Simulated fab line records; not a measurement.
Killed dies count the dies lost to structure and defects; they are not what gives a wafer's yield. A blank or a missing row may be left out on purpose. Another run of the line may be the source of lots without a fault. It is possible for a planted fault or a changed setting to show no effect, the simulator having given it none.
Matching of chambers	flow nand_harc	NHARC_A_STAIRCASE_TRIM_220 on rie_diel-05: 4 sister chambers
The step chemistry O2, time 211.2 s. 8 wafers are shown with their chamber, then 11 later ones without.

## WAFERS PAIRED WITH THEIR CHAMBERS
wafer	chamber	showerhead_plenum_p_Torr (Torr)	drypump_motor_current_A (A)
L081.3	3	3.41	5.3
L083.5	1	3.33	6.1
L086.1	2	3.70	4.8
L086.3	3	3.40	5.3
L088.1	1	3.32	6.1
L088.3	0	3.58	5.3
L088.4	2	3.70	4.9
L092.1	0	3.57	5.3

## WAFERS WITHOUT THEIR CHAMBER
wafer	showerhead_plenum_p_Torr (Torr)	drypump_motor_current_A (A)
L092.2	3.32	6.0
L092.4	3.69	4.9
L095.1	3.31	6.0
L095.2	3.39	5.3
L095.5	3.39	5.3
L094.1	3.57	5.3
L094.4	3.39	5.3
L094.6	3.57	5.3
L096.1	3.39	5.3
L096.3	3.31	6.1
L096.6	3.69	4.9

## THE CHAMBER EACH PASSED THROUGH
wafer	from the rows above	in truth
L092.2	1	1
L092.4	2	2
L095.1	1	1
L095.2	3	3
L095.5	3	3
L094.1	0	0
L094.4	3	3
L094.6	0	0
L096.1	3	3
L096.3	1	1
L096.6	2	2
Placed correctly: 11 of 11. Left unplaced by these rows: 0. 0 placed wrongly.
How it was worked out, from the rows above alone: a wafer's distance from a chamber is the root of the sum, over the readings, of the square of ((its reading less the chamber's mean) divided by the reading's scatter). The wafer belongs to the nearest chamber; if the next one is less than 2 further off, it can't be placed. The mean given for a chamber averages the wafers shown for that chamber. The scatter is the square root of a quotient: the sum, over the shown wafers, of each reading's squared deviation from its chamber's mean, divided by wafers minus chambers.
